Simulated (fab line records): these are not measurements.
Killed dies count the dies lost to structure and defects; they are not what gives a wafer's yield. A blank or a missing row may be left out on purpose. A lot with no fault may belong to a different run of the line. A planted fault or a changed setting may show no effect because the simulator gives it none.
Struck lot and sound lot, side by side ; flow n5Finfet ; 16 out of 1938 route steps
Sound: wafers L808.2, L808.5, L808.6. Struck: wafer L805.5. (L805.6 of the same lot was not struck and is left out.) The cause comes at the end.
For every step that has rows: the tool of each side, followed by ch and its chambers, followed by its first start. Under that, the readings that differ: sound wafers ; struck wafers ; difference of the means ; sigmas: that difference in standard deviations of wafers without a fault.
alike: readings whose means differ by less than 2 such deviations, and words and numbers that are the same on both sides. not compared: withheld readings, readings that some wafer has no value for, bounds like >300 that may hide the same value, and numbers for which the record gives no deviation and whose values overlap.
The two part at a step that has a row with sigmas, a row that says differs or no value, or rows on one side only. When numbers do not overlap yet have no deviation, they are printed without sigmas and do not part them. A reading missing from all wafers of one side parts the sides only when that side holds two or more wafers.

first, 8 steps without rows for these wafers: N5_MOL_CONTACT_COAG_COAT_76 (time 60 s, resist thk 10 nm); N5_MOL_CONTACT_COAG_COAT_77 (time 60 s, resist thk 10 nm); N5_MOL_CONTACT_COAG_COAT_78 (resist thk 40 nm); N5_MOL_CONTACT_COAG_EBR_80; N5_MOL_CONTACT_COAG_SOFTBAKE_79 (time 60 s); N5_MOL_CONTACT_COAG_EXPOSE_81 (exposes mask VG, defocus 0 nm); N5_MOL_CONTACT_COAG_PEB_82 (peb time 60 s); N5_MOL_CONTACT_COAG_DEVELOP_83 (develop time 30 s).
N5_MOL_CONTACT_COAG_CD_MEAS_84: the cd target is 25.1 nm.
  sound on cdSem-01 ch 0, day 10 05:27; struck on cdSem-01 ch 0, day 9 08:41
  alike: cdNm
N5_MOL_CONTACT_COAG_OVL_MEAS_85:
  sound on overlay-02 ch 0, day 10 05:29; struck on overlay-01 ch 0, day 9 08:44
  alike: VG_OVL
N5_MOL_CONTACT_COAG_INSPECT_57: inspects for defects (brightfield).
  sound on defectInspect-01, day 10 05:32; struck on defectInspect-01, day 9 08:46
  alike: rawDefectCount
N5_MOL_CONTACT_COAG_DESCUM_88: chemistry O2, time 7 s.
  sound on rieDiel-06 ch 0,1,3, day 10 05:35; struck on rieDiel-05 ch 2, day 9 08:49
reading;sound;struck;difference;sigmas
throttleValvePct (%);20.36 20.12 20.33;19.83;-0.44;-2
  alike: drypumpMotorCurrentA, oesProductAu, rfVppV, showerheadPlenumPTorr
  not compared: rfHoursCounterH
N5_MOL_CONTACT_COAG_ETCH_89: etches underlayer in N2/H2, target depth 13 nm, time 10.4 s.
  sound on rieDiel-06 ch 0,1,3, day 10 05:37; struck on rieDiel-05 ch 2, day 9 08:50
reading;sound;struck;difference;sigmas
etchRfOnTimeS (s);10.49 10.41 10.52;16.40;+5.93;+42
throttleValvePct (%);17.77 17.67 17.68;17.18;-0.53;-2
  alike: biasW, drypumpMotorCurrentA, oesProductAu, rfVppV, showerheadPlenumPTorr
  not compared: rfHoursCounterH
N5_MOL_CONTACT_COAG_ETCH_90: etches SiARC in CF4, target depth 13 nm, time 21.7 s.
  sound on rieDiel-06 ch 0,1,3, day 10 05:38; struck on rieDiel-05 ch 2, day 9 08:53
reading;sound;struck;difference;sigmas
rfVppV (V);185.0 183.0 182.8;186.0;+2.4;+2
throttleValvePct (%);15.53 15.41 15.48;15.03;-0.44;-2
  alike: biasW, drypumpMotorCurrentA, etchRfOnTimeS, oesProductAu, showerheadPlenumPTorr
  not compared: rfHoursCounterH
-- record jumps: 3 days separate the struck wafers' starts on either side; left off in module MOL_CONTACT_COAG, taken up again in module BEOL_M4, whose first shown step is the route's number 1111 --
N5_BEOL_M4_RC_MEAS_101:
  sound on prober-02 ch 0, day 13 09:04; struck on prober-02 ch 0, day 12 02:17
reading;sound;struck;difference;sigmas
IOFF_N (nA/um);0.155 0.124 0.126;0.186;+0.051;+2
ION_N (uA/um);668 679 667;687;+16;+2
  alike: DIBL_N, DIBL_P, IOFF_P, ION_P, SS_N, SS_P, VT_N, VT_P
following that, these wafers have no rows for 1 step: N5_PASSIVATION_PROBE_49.

WHERE THEY PART
Last at N5_BEOL_M4_RC_MEAS_101 as far as this record goes, first at N5_MOL_CONTACT_COAG_DESCUM_88.

WHY: what had been put in by the simulator
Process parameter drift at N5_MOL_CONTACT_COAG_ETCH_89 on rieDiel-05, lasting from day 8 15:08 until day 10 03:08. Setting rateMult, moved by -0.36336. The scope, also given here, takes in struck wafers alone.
